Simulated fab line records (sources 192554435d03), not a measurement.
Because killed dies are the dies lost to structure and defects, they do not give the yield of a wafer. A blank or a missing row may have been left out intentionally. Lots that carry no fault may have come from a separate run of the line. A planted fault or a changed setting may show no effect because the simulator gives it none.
Which of the tools did it? :: flow n5 finfet :: 31 wafers from 11 lots sampled at 5 of the route's 1938 steps

## WHAT EACH GAUGE READ, for each wafer
N5_BEOL_M2_INSPECT_59: inspects for defects (darkfield). Usual: raw defect count 69, standard deviation 23.
lot: L664
measured: day 6 21:37
on: defect inspect-01
raw defect count: 31 42 35
flag: 

lot: L663
measured: day 6 21:40
on: defect inspect-01
raw defect count: 59 106
flag: 

lot: L666
measured: day 7 13:05
on: defect inspect-01
raw defect count: 93 90 53
flag: 

lot: L667
measured: day 7 19:20
on: defect inspect-02
raw defect count: 55 71 52
flag: 

lot: L668
measured: day 8 04:36
on: defect inspect-02
raw defect count: 109 100 67
flag: 

lot: L669
measured: day 8 04:54
on: defect inspect-02
raw defect count: 72 59 78
flag: 

lot: L672
measured: day 8 19:16
on: defect inspect-01
raw defect count: 63 74 79
flag: 

lot: L681
measured: day 10 23:49
on: defect inspect-02
raw defect count: 104 101 100
flag: 

lot: L682
measured: day 11 09:41
on: defect inspect-01
raw defect count: 47 35 47
flag: 

lot: L684
measured: day 11 23:29
on: defect inspect-01
raw defect count: 59 74
flag: 

lot: L685
measured: day 12 11:55
on: defect inspect-02
raw defect count: 46 80 36
flag: 

N5_BEOL_M3_INSPECT_30: inspects for defects (brightfield). Usual: raw defect count 394, standard deviation 71.
lot: L664
measured: day 6 23:38
on: defect inspect-02
raw defect count: 232 382 239
flag: 

lot: L663
measured: day 6 23:56
on: defect inspect-01
raw defect count: 345 505
flag: 

lot: L666
measured: day 7 16:19
on: defect inspect-02
raw defect count: 393 425 420
flag: 

lot: L667
measured: day 7 21:32
on: defect inspect-02
raw defect count: 425 273 366
flag: 

lot: L668
measured: day 8 06:24
on: defect inspect-02
raw defect count: 471 392 399
flag: 

lot: L669
measured: day 8 07:19
on: defect inspect-01
raw defect count: 354 332 446
flag: 

lot: L672
measured: day 8 21:59
on: defect inspect-01
raw defect count: 413 428 608
flag: 

lot: L681
measured: day 11 03:00
on: defect inspect-01
raw defect count: 364 381 336
flag: 

lot: L682
measured: day 11 12:09
on: defect inspect-01
raw defect count: 451 479 313
flag: 

lot: L684
measured: day 12 02:19
on: defect inspect-01
raw defect count: 286 323
flag: 

lot: L685
measured: day 12 14:03
on: defect inspect-01
raw defect count: 288 303 369
flag: 

N5_BEOL_M4_RC_MEAS_101. Usual: DIBL_N 36.3 mV/V, standard deviation 1.6; DIBL_P 36.2 mV/V, standard deviation 2.1; IOFF_N 0.16 nA/um, standard deviation 0.031; IOFF_P 0.21 nA/um, standard deviation 0.034; ION_N 673 uA/um, standard deviation 11; ION_P 461 uA/um, standard deviation 7.4; SS_N 71.6 mV/dec, standard deviation 0.55; SS_P 73.3 mV/dec, standard deviation 0.66; VT_N 251 mV, standard deviation 3.2; VT_P -251 mV, standard deviation 3.5.
lot: L664
measured: day 7 15:59
on: prober-02
DIBL_N (mV/V): 36.3 36.8 38.4
DIBL_P (mV/V): 36.0 36.5 37.9
IOFF_N (nA/um): 0.14 0.14 0.17
IOFF_P (nA/um): 0.21 0.21 0.25
ION_N (uA/um): 683 665 676
ION_P (uA/um): 471 462 464
SS_N (mV/dec): 71.0 71.5 71.2
SS_P (mV/dec): 73.8 73.4 74.0
VT_N (mV): 254 253 250
VT_P (mV): -254 -253 -251
flag: 

lot: L663
measured: day 7 13:00
on: prober-02
DIBL_N (mV/V): 36.6 34.4
DIBL_P (mV/V): 35.7 33.3
IOFF_N (nA/um): 0.16 0.13
IOFF_P (nA/um): 0.23 0.19
ION_N (uA/um): 678 683
ION_P (uA/um): 469 473
SS_N (mV/dec): 72.4 71.6
SS_P (mV/dec): 73.7 73.3
VT_N (mV): 250 252
VT_P (mV): -252 -250
flag: 

lot: L666
measured: day 8 12:02
on: prober-01
DIBL_N (mV/V): 37.1 34.0 35.2
DIBL_P (mV/V): 37.1 33.1 35.2
IOFF_N (nA/um): 0.18 0.12 0.15
IOFF_P (nA/um): 0.21 0.16 0.18
ION_N (uA/um): 673 648 679
ION_P (uA/um): 458 447 456
SS_N (mV/dec): 72.1 71.8 72.0
SS_P (mV/dec): 74.2 72.7 73.1
VT_N (mV): 248 254 250
VT_P (mV): -250 -255 -254
flag: 

lot: L667
measured: day 8 17:03
on: prober-02
DIBL_N (mV/V): 36.0 38.8 38.9
DIBL_P (mV/V): 35.8 39.2 39.4
IOFF_N (nA/um): 0.14 0.20 0.19
IOFF_P (nA/um): 0.22 0.28 0.28
ION_N (uA/um): 661 679 675
ION_P (uA/um): 460 467 473
SS_N (mV/dec): 72.0 71.9 72.2
SS_P (mV/dec): 73.4 74.3 74.7
VT_N (mV): 255 249 248
VT_P (mV): -250 -244 -244
flag: 

lot: L668
measured: day 8 20:27
on: prober-01
DIBL_N (mV/V): 34.0 35.5 32.7
DIBL_P (mV/V): 34.1 35.7 32.4
IOFF_N (nA/um): 0.12 0.15 0.11
IOFF_P (nA/um): 0.20 0.21 0.18
ION_N (uA/um): 665 666 669
ION_P (uA/um): 465 461 468
SS_N (mV/dec): 70.5 70.8 70.6
SS_P (mV/dec): 73.1 73.2 72.9
VT_N (mV): 253 251 256
VT_P (mV): -249 -247 -252
flag: 

lot: L669
measured: day 9 00:52
on: prober-01
DIBL_N (mV/V): 39.4 39.9 40.0
DIBL_P (mV/V): 39.1 40.1 39.6
IOFF_N (nA/um): 0.25 0.24 0.26
IOFF_P (nA/um): 0.27 0.28 0.28
ION_N (uA/um): 681 683 683
ION_P (uA/um): 460 461 464
SS_N (mV/dec): 72.0 72.9 72.5
SS_P (mV/dec): 74.2 74.2 73.5
VT_N (mV): 244 245 246
VT_P (mV): -247 -247 -248
flag: 

lot: L672
measured: day 9 14:40
on: prober-02
DIBL_N (mV/V): 34.8 36.3 37.1
DIBL_P (mV/V): 35.7 37.0 38.3
IOFF_N (nA/um): 0.14 0.16 0.18
IOFF_P (nA/um): 0.18 0.19 0.22
ION_N (uA/um): 652 679 665
ION_P (uA/um): 452 461 455
SS_N (mV/dec): 70.9 71.2 71.7
SS_P (mV/dec): 72.8 73.4 74.2
VT_N (mV): 247 250 246
VT_P (mV): -252 -254 -250
flag: 

lot: L681
measured: day 11 21:50
on: prober-01
DIBL_N (mV/V): 37.7 37.0 38.1
DIBL_P (mV/V): 38.2 36.0 37.4
IOFF_N (nA/um): 0.18 0.15 0.19
IOFF_P (nA/um): 0.22 0.20 0.23
ION_N (uA/um): 687 668 676
ION_P (uA/um): 465 461 464
SS_N (mV/dec): 71.7 72.2 72.0
SS_P (mV/dec): 73.5 73.6 73.1
VT_N (mV): 249 250 250
VT_P (mV): -252 -255 -248
flag: 

lot: L682
measured: day 12 04:56
on: prober-01
DIBL_N (mV/V): 36.5 36.2 35.5
DIBL_P (mV/V): 37.0 36.8 34.7
IOFF_N (nA/um): 0.16 0.15 0.13
IOFF_P (nA/um): 0.20 0.20 0.17
ION_N (uA/um): 669 665 661
ION_P (uA/um): 462 460 452
SS_N (mV/dec): 72.3 71.2 71.5
SS_P (mV/dec): 73.6 73.7 73.0
VT_N (mV): 251 251 256
VT_P (mV): -249 -251 -253
flag: 

lot: L684
measured: day 12 17:08
on: prober-01
DIBL_N (mV/V): 36.8 38.1
DIBL_P (mV/V): 35.2 37.4
IOFF_N (nA/um): 0.15 0.17
IOFF_P (nA/um): 0.19 0.21
ION_N (uA/um): 667 689
ION_P (uA/um): 454 464
SS_N (mV/dec): 71.3 71.6
SS_P (mV/dec): 73.0 74.0
VT_N (mV): 253 246
VT_P (mV): -254 -253
flag: 

lot: L685
measured: day 13 07:39
on: prober-01
DIBL_N (mV/V): 34.2 37.2 36.9
DIBL_P (mV/V): 32.7 37.0 36.4
IOFF_N (nA/um): 0.10 0.15 0.14
IOFF_P (nA/um): 0.14 0.19 0.19
ION_N (uA/um): 656 667 666
ION_P (uA/um): 455 456 463
SS_N (mV/dec): 70.4 71.2 71.6
SS_P (mV/dec): 71.8 72.6 72.9
VT_N (mV): 257 251 252
VT_P (mV): -254 -253 -255
flag: 

## TOOL THAT RAN EACH LOT (tool first, then ch and the chambers of the sampled wafers, then the start)
lot: L664
N5_BEOL_M2_CO_CAP_55: cvd co-01 ch 1,2, day 6 21:25
N5_BEOL_M3_COAT_67: litho track-05 ch 0, day 6 23:16

lot: L663
N5_BEOL_M2_CO_CAP_55: cvd co-02 ch 0,2, day 6 21:27
N5_BEOL_M3_COAT_67: litho track-03 ch 0, day 6 23:26

lot: L666
N5_BEOL_M2_CO_CAP_55: cvd co-01 ch 1,2, day 7 12:52
N5_BEOL_M3_COAT_67: litho track-03 ch 0, day 7 15:49

lot: L667
N5_BEOL_M2_CO_CAP_55: cvd co-02 ch 0,1,2, day 7 19:08
N5_BEOL_M3_COAT_67: litho track-05 ch 0, day 7 21:10

lot: L668
N5_BEOL_M2_CO_CAP_55: cvd co-02 ch 0,1, day 8 04:23
N5_BEOL_M3_COAT_67: litho track-03 ch 0, day 8 05:54

lot: L669
N5_BEOL_M2_CO_CAP_55: cvd co-01 ch 0,1,2, day 8 04:41
N5_BEOL_M3_COAT_67: litho track-03 ch 0, day 8 06:49

lot: L672
N5_BEOL_M2_CO_CAP_55: cvd co-02 ch 0,1,2, day 8 19:03
N5_BEOL_M3_COAT_67: litho track-03 ch 0, day 8 21:29

lot: L681
N5_BEOL_M2_CO_CAP_55: cvd co-02 ch 0,1, day 10 23:37
N5_BEOL_M3_COAT_67: litho track-04 ch 0, day 11 02:38

lot: L682
N5_BEOL_M2_CO_CAP_55: cvd co-01 ch 0,1,2, day 11 09:28
N5_BEOL_M3_COAT_67: litho track-03 ch 0, day 11 11:39

lot: L684
N5_BEOL_M2_CO_CAP_55: cvd co-02 ch 0, day 11 23:17
N5_BEOL_M3_COAT_67: litho track-03 ch 0, day 12 01:49

lot: L685
N5_BEOL_M2_CO_CAP_55: cvd co-01 ch 0,1,2, day 12 11:43
N5_BEOL_M3_COAT_67: litho track-03 ch 0, day 12 13:41
- N5_BEOL_M2_CO_CAP_55: material Co, precursor CCTBA/H2, target thk 2 nm, time 102.1 s.
- N5_BEOL_M3_COAT_67: time 60 s, resist thk 60 nm.

## AS READ BY THE TOOLS THEMSELVES (means over the sampled wafers that have a number; for cases with no such wafer, the mark the record gives instead)
N5_BEOL_M2_CO_CAP_55. Usual: heater power w 223 W, standard deviation 14; susceptor temp C 200.05 C, standard deviation 0.15.
lot: L664
tool: cvd co-01
heater power w (W): 208
susceptor temp C (C): 199.71
flag: 

lot: L663
tool: cvd co-02
heater power w (W): 226
susceptor temp C (C): 200.22
flag: 

lot: L666
tool: cvd co-01
heater power w (W): 218
susceptor temp C (C): 200.02
flag: 

lot: L667
tool: cvd co-02
heater power w (W): 232
susceptor temp C (C): 200.17
flag: 

lot: L668
tool: cvd co-02
heater power w (W): 229
susceptor temp C (C): 200.05
flag: 

lot: L669
tool: cvd co-01
heater power w (W): 212
susceptor temp C (C): 199.99
flag: 

lot: L672
tool: cvd co-02
heater power w (W): 232
susceptor temp C (C): 200.09
flag: 

lot: L681
tool: cvd co-02
heater power w (W): 233
susceptor temp C (C): 200.17
flag: 

lot: L682
tool: cvd co-01
heater power w (W): 214
susceptor temp C (C): 200.01
flag: 

lot: L684
tool: cvd co-02
heater power w (W): 226
susceptor temp C (C): 200.00
flag: 

lot: L685
tool: cvd co-01
heater power w (W): 213
susceptor temp C (C): 200.14
flag: 

N5_BEOL_M3_COAT_67. Usual: heater power total W 500.8 W, standard deviation 1.8; plate temp C 249.98 C, standard deviation 0.18.
lot: L664
tool: litho track-05
heater power total W (W): 500.6
plate temp C (C): 249.90
flag: 

lot: L663
tool: litho track-03
heater power total W (W): 502.6
plate temp C (C): 249.87
flag: 

lot: L666
tool: litho track-03
heater power total W (W): 500.8
plate temp C (C): 249.67
flag: 

lot: L667
tool: litho track-05
heater power total W (W): 503.2
plate temp C (C): 249.96
flag: 

lot: L668
tool: litho track-03
heater power total W (W): 501.2
plate temp C (C): 250.02
flag: 

lot: L669
tool: litho track-03
heater power total W (W): 487.2
plate temp C (C): 244.61
flag: OFF

lot: L672
tool: litho track-03
heater power total W (W): 488.8
plate temp C (C): 244.33
flag: OFF

lot: L681
tool: litho track-04
heater power total W (W): 502.2
plate temp C (C): 249.79
flag: 

lot: L682
tool: litho track-03
heater power total W (W): 501.5
plate temp C (C): 250.15
flag: 

lot: L684
tool: litho track-03
heater power total W (W): 499.1
plate temp C (C): 250.34
flag: 

lot: L685
tool: litho track-03
heater power total W (W): 501.2
plate temp C (C): 250.07
flag: 

## THE ANSWER, worked out from the rows above alone
Rule: take the mean of a lot's wafers that have a number; if it is more than 3 standard deviations from the usual mean, the lot is off. Also off: a lot with no number at a reading for which 4 or more lots have one. The other lots that the step has rows for count as sound. Order of review: gauges by route order, followed by the tools' own readings, for which a lot's mean as printed above is used. At the first step where some lot is off, the reading lying furthest off is the one used; lots without a number count as furthest.
Off: L669, L672, at N5_BEOL_M3_COAT_67 (plate temp C).
If a tool, at that step or one of the process steps before it, ran each lot that is off and ran no sound lot following the first of them, it fits. None of those tried fits.

## WHAT THE SIMULATOR PUT IN
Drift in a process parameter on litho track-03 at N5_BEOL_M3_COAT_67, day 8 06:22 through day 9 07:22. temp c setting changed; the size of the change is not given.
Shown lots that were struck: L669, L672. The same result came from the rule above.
